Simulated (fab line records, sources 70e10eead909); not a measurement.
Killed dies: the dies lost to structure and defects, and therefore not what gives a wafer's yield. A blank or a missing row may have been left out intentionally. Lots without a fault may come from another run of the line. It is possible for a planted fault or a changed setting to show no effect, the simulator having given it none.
Matching of chambers + flow nand_harc + NHARC_A_M1_CMP_23 on cmp-03: 4 sister chambers
The step polishes, t overpolish 20 s, target thk 154.34 nm. 4 wafers are shown with their chamber, then 9 later ones without.

== WAFERS PAIRED WITH THEIR CHAMBERS ==
| wafer  | chamber | motor_current_A (A) |
|--------|---------|---------------------|
| L093.5 | 3       | 9.3                 |
| L094.1 | 0       | 12.0                |
| L094.2 | 1       | 12.8                |
| L094.3 | 2       | 10.9                |

== WAFERS MISSING THEIR CHAMBER ==
| wafer  | motor_current_A (A) |
|--------|---------------------|
| L094.4 | 9.4                 |
| L094.5 | 9.1                 |
| L094.6 | 11.3                |
| L095.1 | 11.4                |
| L095.3 | 12.8                |
| L095.5 | 11.5                |
| L097.2 | 12.1                |
| L097.3 | 12.7                |
| L097.6 | 11.2                |

== CHAMBER TAKEN BY EACH ==
| wafer  | from the rows above     | in truth |
|--------|-------------------------|----------|
| L094.4 | 3                       | 3        |
| L094.5 | 3                       | 3        |
| L094.6 | can't be placed: 2 or 0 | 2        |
| L095.1 | can't be placed: 2 or 0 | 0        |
| L095.3 | 1                       | 1        |
| L095.5 | can't be placed: 0 or 2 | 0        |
| L097.2 | can't be placed: 0 or 1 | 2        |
| L097.3 | can't be placed: 1 or 0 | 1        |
| L097.6 | can't be placed: 2 or 0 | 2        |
Correctly placed: 3 of 9. Unplaceable from these rows: 6, with the true chamber sitting among the candidates in 5. Number placed wrongly: 0.
How it was worked out, from the rows above alone: a wafer's distance from a chamber is the root of the sum, over the readings, of the square of ((its reading less the chamber's mean) divided by the reading's scatter). If the next closest chamber is less than 2 further off than the closest, the wafer can't be placed; otherwise it belongs to the closest. The mean given for a chamber averages the wafers shown for that chamber. The scatter (one wafer shown for each chamber): square how far every hidden wafer sits from the nearest shown wafer, average those squares and take the square root.
